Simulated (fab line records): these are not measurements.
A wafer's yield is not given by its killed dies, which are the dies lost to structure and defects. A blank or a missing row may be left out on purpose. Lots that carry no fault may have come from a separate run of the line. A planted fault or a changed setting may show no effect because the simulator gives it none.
fab line records	flow nand_harc
record: lots: 6	wafers: 16	last_day: 32
route steps=1302 shown A_BLC@1110
lots that met no fault: from a run of the same line without faults
start_h: hours from the record's first day to the start of the lot's first wafer shown	wait_h: how many hours have passed since the lot's step before this one	" identical to the entry in the row above	L1.1+2: one row covering several wafers at once	- value missing, or start not given	* or withheld: withheld	< > ~ a bound
route shown NAME@n: a module of which the file shows steps, and the number in the route of the first	usual: the fault-free wafers' mean and standard deviation	same: alike in all rows	chamber/n: place in a boat	sites: readings site by site	_std_site: the values' standard deviation	_edge_site: the outer-site mean with the inner-site mean subtracted	radius_mm: for every site, how far away it sits from the centre of the wafer	mask NAME#n: copy n	behind: the most recent tool/chamber to have shaped the wafer	hold: why the lot was held/for how many hours/how that ended	device: the transistor (n, p or np) that didn't switch	end of line: the tests these same wafers got at the end of their route	step lacking rows: just its recipe	killed: dies lost to structure and defects at the first sort, not the wafer's yield	map: per-die view of a wafer (x killed, . not killed, _ where there is no die)
set.NAME: the run value of the setting; set.NAME@STEP: its run value at that earlier step	model.NAME: the simulator's own value behind a step, which no gauge read
lots seen at some steps along the route; tables by step, rows by wafer
services: from which hour (start_h, from the record's first day; less than 0 if before it) a tool's chamber was out of use, for how many hours, and why
== steps ==
step: NHARC_A_BLC_COAT_03
recipe: temp_c: 225	time_s: 65
step: NHARC_A_BLC_COAT_04
recipe: spin_rpm: 1500	resist_thk_nm: 90
step: NHARC_A_BLC_SOFTBAKE_05
recipe: temp_c: 105	time_s: 55
step: NHARC_A_BLC_EBR_06
step: NHARC_A_BLC_EXPOSE_07
recipe: na: 1.35	target_cd_nm: 100	dose_mj: 67.97	mask_id: A_BLC
step: NHARC_A_BLC_PEB_08
recipe: peb_temp_c: 100	peb_time_s: 65
step: NHARC_A_BLC_DEVELOP_09
recipe: develop_time_s: 35	dev_temp_c: 23
step: NHARC_A_BLC_CD_MEAS_10
recipe: target_cd_nm: 100	landing_energy_ev: 500
usual: cd_nm: 100.2/0.77
lot.wafer	tool	chamber	start_h	wait_h	cd_nm
L769.2	cd_sem-03	0	519.40	-	101.1
L769.4	"	0	"	"	100.9
L769.6	"	0	"	"	101.1
L781.1	cd_sem-02	0	651.00	-	100.4
L781.3	"	0	"	"	99.8
L781.5	"	0	"	"	100.5
L783.2	cd_sem-03	0	696.13	-	100.8
L783.3	"	0	"	"	100.9
L783.5	"	0	"	"	99.8
L787.1	cd_sem-02	0	702.98	-	100.5
L787.6	"	0	"	"	100.2
L786.1	cd_sem-03	0	708.02	-	101.0
L786.3	"	0	"	"	99.3
L790.2	cd_sem-01	0	726.39	-	100.6
L790.4	"	0	"	"	100.7
L790.5	"	0	"	"	100.9
step: NHARC_A_BLC_OVL_MEAS_11
usual: overlay_x_nm: -0.1/0.7	overlay_y_nm: -0.1/0.75
lot.wafer	tool	chamber	start_h	wait_h	overlay_x_nm	overlay_y_nm
L769.2	overlay-02	-	519.48	-	-0.4	0.8
L769.4	"	-	"	"	-0.4	1.0
L769.6	"	-	"	"	-0.6	0.6
L781.1	overlay-02	-	651.08	-	0.2	-1.4
L781.3	"	-	"	"	0.2	-0.7
L781.5	"	-	"	"	0.5	-0.3
L783.2	overlay-02	-	696.22	-	0.0	-0.7
L783.3	"	-	"	"	-0.1	-0.6
L783.5	"	-	"	"	-0.1	-1.0
L787.1	overlay-02	-	703.07	-	-0.1	0.1
L787.6	"	-	"	"	0.6	-0.4
L786.1	overlay-01	-	708.11	-	0.9	-0.8
L786.3	"	-	"	"	-0.2	-0.4
L790.2	overlay-01	-	726.47	-	0.2	1.3
L790.4	"	-	"	"	-0.5	1.1
L790.5	"	-	"	"	0.2	1.3
step: NHARC_A_BLC_INSPECT_12
usual: raw_defect_count: 74/38
lot.wafer	tool	chamber	start_h	wait_h	raw_defect_count
L769.2	defect_inspect-01	-	519.52	0.0	67
L769.4	"	-	"	"	62
L769.6	"	-	"	"	69
L781.1	defect_inspect-01	-	651.12	0.0	55
L781.3	"	-	"	"	48
L781.5	"	-	"	"	62
L783.2	defect_inspect-01	-	696.25	0.0	18
L783.3	"	-	"	"	27
L783.5	"	-	"	"	18
L787.1	defect_inspect-01	-	703.10	0.0	37
L787.6	"	-	"	"	34
L786.1	defect_inspect-01	-	708.14	0.0	94
L786.3	"	-	"	"	109
L790.2	defect_inspect-02	-	726.51	0.0	118
L790.4	"	-	"	"	96
L790.5	"	-	"	"	102
step: NHARC_A_BLC_DESCUM_15
recipe: time_s: 3	o2_flow_sccm: 200	ar_flow_sccm: 0	bias_power_w: 0	chemistry: O2
usual: drypump_motor_current_A: 5.9/0.42	oes_product_au: 0.999/0.0078	rf_vpp_V: 57.9/0.88	showerhead_plenum_p_Torr: 1.92/0.069	throttle_valve_pct: 11.311/0.0096
lot.wafer	tool	chamber	start_h	wait_h	drypump_motor_current_A	oes_product_au	rf_hours_counter_h	rf_vpp_V	showerhead_plenum_p_Torr	throttle_valve_pct
L769.4	rie_diel-10	2	519.58	0.1	6.0	0.994	8	57.7	1.85	11.306
L769.2	"	0	"	"	5.9	1.018	8	58.5	1.85	11.298
L769.6	"	3	"	"	6.2	0.998	-	57.9	1.96	11.308
L781.1	rie_diel-13	3	651.18	0.1	6.2	1.006	6	57.2	1.95	11.307
L781.3	"	1	"	"	5.1	0.994	6	56.6	2.03	11.312
L781.5	"	3	"	"	6.3	1.003	-	57.6	1.95	11.308
L783.2	rie_diel-12	2	696.32	0.1	5.3	0.989	24	58.0	1.85	11.318
L783.3	"	3	"	"	5.6	1.001	22	58.0	1.93	11.317
L783.5	"	1	"	"	5.8	0.988	-	58.2	2.00	11.331
L787.1	rie_diel-10	0	703.18	0.1	5.9	1.001	6	57.8	1.85	11.323
L787.6	"	3	"	"	6.2	0.992	-	57.9	1.96	11.306
L786.3	rie_diel-10	3	708.21	0.1	6.2	0.999	7	57.8	1.96	11.305
L786.1	"	2	"	"	6.1	0.993	7	58.1	1.85	11.308
L790.2	rie_diel-12	0	726.58	0.1	6.3	1.003	31	57.0	2.04	11.306
L790.4	"	3	"	"	5.7	1.004	30	57.4	1.92	11.297
L790.5	"	1	"	"	5.8	0.996	-	59.3	1.99	11.305
step: NHARC_A_BLC_ETCH_16
recipe: target_depth_a: 390	over_etch_frac: 0.3	time_s: 65	ion_energy_ev: 80	cf4_flow_sccm: 150	ar_flow_sccm: 0	rf_w: 300	bias_w: 100	chemistry: CF4
usual: drypump_motor_current_A: 5.8/0.43	oes_product_au: 0.999/0.0092	rf_vpp_V: 151.2/1.1	showerhead_plenum_p_Torr: 1.77/0.059	throttle_valve_pct: 13.284/0.0091
lot.wafer	tool	chamber	start_h	wait_h	drypump_motor_current_A	oes_product_au	rf_hours_counter_h	rf_vpp_V	showerhead_plenum_p_Torr	throttle_valve_pct
L769.4	rie_diel-10	0	519.67	0.1	5.9	0.998	8	148.2	1.72	13.285
L769.2	"	2	"	"	6.0	0.998	8	148.5	1.72	13.280
L769.6	"	1	"	"	5.4	1.003	-	151.3	1.80	13.283
L781.1	rie_diel-13	1	651.28	0.1	5.1	1.005	6	152.5	1.87	13.288
L781.3	"	2	"	"	5.3	0.995	6	151.4	1.72	13.297
L781.5	"	3	"	"	6.2	0.998	-	151.0	1.80	13.296
L783.3	rie_diel-12	1	696.41	0.1	5.8	0.998	21	152.1	1.84	13.277
L783.2	"	2	"	"	5.3	0.993	24	150.5	1.71	13.298
L783.5	"	0	"	"	6.3	1.004	-	152.6	1.88	13.290
L787.1	rie_diel-10	2	703.28	0.1	6.1	1.005	6	151.1	1.71	13.296
L787.6	"	3	"	"	6.2	0.998	-	151.2	1.81	13.284
L786.3	rie_diel-10	3	708.31	0.1	6.2	1.006	7	151.5	1.81	13.286
L786.1	"	0	"	"	5.9	1.004	7	151.2	1.71	13.278
L790.2	rie_diel-12	3	726.67	0.1	5.6	1.010	30	151.7	1.78	13.286
L790.4	"	0	"	"	6.3	1.008	31	153.0	1.87	13.266
L790.5	"	2	"	"	5.3	1.006	-	149.9	1.71	13.283
step: NHARC_A_BLC_ETCH_17
recipe: target_depth_a: 3900	over_etch_frac: 0.25	time_s: 609.38	ion_energy_ev: 200	n2_flow_sccm: 150	h2_flow_sccm: 150	ar_flow_sccm: 0	rf_w: 400	bias_w: 150	chemistry: N2/H2
usual: drypump_motor_current_A: 5.9/0.41	n2_flow_sccm: 150.0/0.43	oes_product_au: 0.999/0.0084	rf_vpp_V: 430.8/2.1	showerhead_plenum_p_Torr: 2.05/0.075	throttle_valve_pct: 14.172/0.0096
lot.wafer	tool	chamber	start_h	wait_h	drypump_motor_current_A	n2_flow_sccm	oes_product_au	rf_hours_counter_h	rf_vpp_V	showerhead_plenum_p_Torr	throttle_valve_pct
L769.4	rie_diel-10	2	519.80	-	6.0	149.9	0.998	8	427.6	1.97	14.149
L769.2	"	3	"	"	6.2	150.2	0.986	8	431.2	2.09	14.177
L769.6	"	1	"	"	5.4	149.7	1.014	-	431.2	2.08	14.180
L781.3	rie_diel-13	0	651.44	-	6.8	150.0	0.998	6	427.4	1.95	14.174
L781.1	"	1	"	"	5.1	150.4	0.995	6	433.8	2.17	14.173
L781.5	"	2	"	"	5.3	149.9	0.995	-	428.0	1.98	14.156
L783.3	rie_diel-12	2	696.57	-	5.3	149.8	0.990	25	426.9	1.96	14.175
L783.2	"	3	"	"	5.6	150.7	1.010	22	430.5	2.05	14.175
L783.5	"	2	"	"	5.2	149.8	0.999	-	427.2	1.96	14.183
L787.1	rie_diel-10	3	703.98	-	6.2	149.8	0.871	6	433.0	2.09	14.172
L787.6	"	3	"	"	6.3	150.1	0.865	-	431.9	2.09	14.168
L786.1	rie_diel-10	2	708.47	-	6.0	149.8	0.872	7	427.0	1.97	14.179
L786.3	"	3	"	"	6.2	149.3	0.988	8	431.8	2.09	14.167
L790.4	rie_diel-12	0	726.79	-	6.3	149.9	1.005	31	434.1	2.17	14.180
L790.2	"	2	"	"	5.3	149.4	0.993	33	428.2	1.96	14.184
L790.5	"	0	"	"	6.3	150.1	1.008	-	433.7	2.17	14.146
step: NHARC_A_BLC_ETCH_18
recipe: target_depth_a: 9100	c4f8_flow_sccm: 20	o2_flow_sccm: 10	ar_flow_sccm: withheld	rf_w: 600	bias_w: 1500	chemistry: C4F8/O2/Ar
usual: oes_product_au: 0.941/0.02	rf_vpp_V: 979/4.7
lot.wafer	tool	chamber	start_h	wait_h	oes_product_au	rf_hours_counter_h	rf_vpp_V
L769.4	rie_diel-10	1	-	-	0.976	9	980
L769.2	"	3	"	"	0.962	8	982
L769.6	"	2	"	"	0.969	-	973
L781.3	rie_diel-13	1	-	-	0.934	6	986
L781.1	"	2	"	"	0.922	7	974
L781.5	"	2	"	"	0.922	-	974
L783.3	rie_diel-12	3	-	-	0.972	22	978
L783.2	"	0	"	"	0.957	22	987
L783.5	"	2	"	"	0.943	-	973
L787.1	rie_diel-10	0	-	-	0.940	6	974
L787.6	"	3	"	"	0.931	-	983
L786.3	rie_diel-10	3	-	-	0.923	8	982
L786.1	"	2	"	"	0.919	8	972
L790.2	rie_diel-12	0	-	-	0.931	32	986
L790.4	"	2	"	"	0.928	34	974
L790.5	"	1	"	"	0.931	-	985
== services ==
tool	chamber	start_h	hours	kind
rie_diel-10	0	502.24	-	clean
rie_diel-10	1	502.24	-	clean
rie_diel-10	2	502.24	-	clean
rie_diel-10	3	502.24	-	clean
rie_diel-10	1	515.02	2.5	repair
rie_diel-13	-	519.08	9.0	pm
rie_diel-10	0	526.74	-	clean
rie_diel-10	1	526.74	-	clean
rie_diel-10	2	526.74	-	clean
rie_diel-10	3	526.74	-	clean
rie_diel-12	1	571.07	4.2	repair
rie_diel-13	-	574.86	1.1	repair
rie_diel-12	0	589.88	5.1	repair
rie_diel-10	-	596.75	9.0	pm
rie_diel-13	2	609.36	2.9	repair
rie_diel-12	-	623.86	9.0	pm
rie_diel-13	2	636.52	5.3	repair
rie_diel-10	-	646.94	1.0	repair
rie_diel-10	0	683.58	6.6	repair
rie_diel-10	2	688.49	6.5	repair
rie_diel-12	1	691.50	1.4	repair
rie_diel-13	-	696.08	9.0	pm
rie_diel-10	1	701.33	9.6	repair
rie_diel-10	1	716.64	3.2	repair
== key ==
first_sign: step: NHARC_A_BLC_ETCH_17	reading: oes_product_au	direction: down	sigmas: 15	usual: 0.999	struck: 0.869
effect none on later readings
met_at NHARC_A_BLC_ETCH_17
struck_wafers L786.1,L787.1,L787.6
sort_left_out L786.1,L787.1,L787.6
tester_left_out L786,L787
onset_between 519.80 703.98
fault: kind: process_parameter_drift	tool: rie_diel-10	chamber: -	onset_h: 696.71	steps: NHARC_A_BLC_ETCH_17	channel: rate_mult	offset: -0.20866	shape: step	end_h: 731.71	scope: struck_wafers_only
tester_left_out: of these lots the tester's yield and bins aren't shown, on N5 and GAA mostly nor the transistor test; their killed dies are dies lost to structure and defects alone, not to doping, threshold or leakage, so they don't give the yield
sort_left_out: the simulated sort isn't trusted on such a fault, so these wafers' sort isn't shown, and their yield isn't known
